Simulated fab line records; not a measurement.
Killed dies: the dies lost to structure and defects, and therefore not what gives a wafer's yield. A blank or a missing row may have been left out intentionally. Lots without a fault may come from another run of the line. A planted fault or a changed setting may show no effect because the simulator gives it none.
Which tool did it? || flow n5_finfet || 21 lots (63 wafers sampled), 1 step of a 1938-step route

## WHAT EACH GAUGE READ, for each wafer
N5_PMOS_HMC_CHANNEL_EPI_INSPECT_30: inspects for defects (darkfield).
{"lot": "L074", "measured": "day 1 20:46", "on": "defect_inspect-01", "raw_defect_count": "10 17 17"}
{"lot": "L075", "measured": "day 2 02:37", "on": "defect_inspect-02", "raw_defect_count": "28 22 13"}
{"lot": "L076", "measured": "day 2 08:30", "on": "defect_inspect-02", "raw_defect_count": "16 10 15"}
{"lot": "L077", "measured": "day 2 14:17", "on": "defect_inspect-01", "raw_defect_count": "9 14 18"}
{"lot": "L078", "measured": "day 2 20:17", "on": "defect_inspect-02", "raw_defect_count": "17 46 9"}
{"lot": "L079", "measured": "day 3 02:06", "on": "defect_inspect-02", "raw_defect_count": "14 20 19"}
{"lot": "L080", "measured": "day 3 07:51", "on": "defect_inspect-02", "raw_defect_count": "23 19 16"}
{"lot": "L081", "measured": "day 3 14:22", "on": "defect_inspect-01", "raw_defect_count": "24 20 25"}
{"lot": "L082", "measured": "day 3 20:41", "on": "defect_inspect-01", "raw_defect_count": "26 33 20"}
{"lot": "L084", "measured": "day 4 09:00", "on": "defect_inspect-01", "raw_defect_count": "16 11 10"}
{"lot": "L085", "measured": "day 4 14:11", "on": "defect_inspect-02", "raw_defect_count": "17 20 23"}
{"lot": "L086", "measured": "day 4 19:47", "on": "defect_inspect-02", "raw_defect_count": "17 22 16"}
{"lot": "L087", "measured": "day 5 02:31", "on": "defect_inspect-01", "raw_defect_count": "8 16 10"}
{"lot": "L088", "measured": "day 5 08:55", "on": "defect_inspect-01", "raw_defect_count": "21 23 15"}
{"lot": "L089", "measured": "day 5 14:56", "on": "defect_inspect-01", "raw_defect_count": "15 23 16"}
{"lot": "L091", "measured": "day 6 03:35", "on": "defect_inspect-01", "raw_defect_count": "16 17 16"}
{"lot": "L093", "measured": "day 6 13:59", "on": "defect_inspect-02", "raw_defect_count": "26 16 10"}
{"lot": "L094", "measured": "day 6 20:44", "on": "defect_inspect-01", "raw_defect_count": "21 25 24"}
{"lot": "L095", "measured": "day 7 01:52", "on": "defect_inspect-01", "raw_defect_count": "16 21 20"}
{"lot": "L096", "measured": "day 7 07:45", "on": "defect_inspect-02", "raw_defect_count": "17 15 17"}
{"lot": "L097", "measured": "day 7 15:01", "on": "defect_inspect-02", "raw_defect_count": "16 18 28"}

## WHAT TOOL EACH LOT RAN ON (gives the tool, then ch and the chambers of the sampled wafers, and finally the start)
The record shows no process step preceding these readings.

## WHAT THE TOOLS THEMSELVES READ (means of the sampled wafers that have a number; where no wafer has one, the mark that the record gives instead)
The record holds no such reading with a usual standard deviation.

## THE ANSWER, worked out from the rows above alone
Rule: what is usual is taken from the lots themselves. Put in order of their means at a reading, lots are off if they are a third of the lots or fewer, leave a main group of 4 or more, and stand apart from it by a gap of 3 or more times the standard deviation of the main group's means; of several such gaps the widest counts. The tables above print the reading to a certain number of digits; a main group whose means all agree to those digits is not used. A lot without any number at a reading at which 4 lots or more have one is off too. All remaining lots with rows at the step are treated as sound. First the gauges in route order, then the tools' own readings, where a lot's mean is used as printed above. The first step at which some lot is off is used, and at that step the reading that is off furthest; a lot without a number counts as furthest.
No lot is off at any reading shown: from this, nothing can be told.

## WHAT THE SIMULATOR HAD INSERTED
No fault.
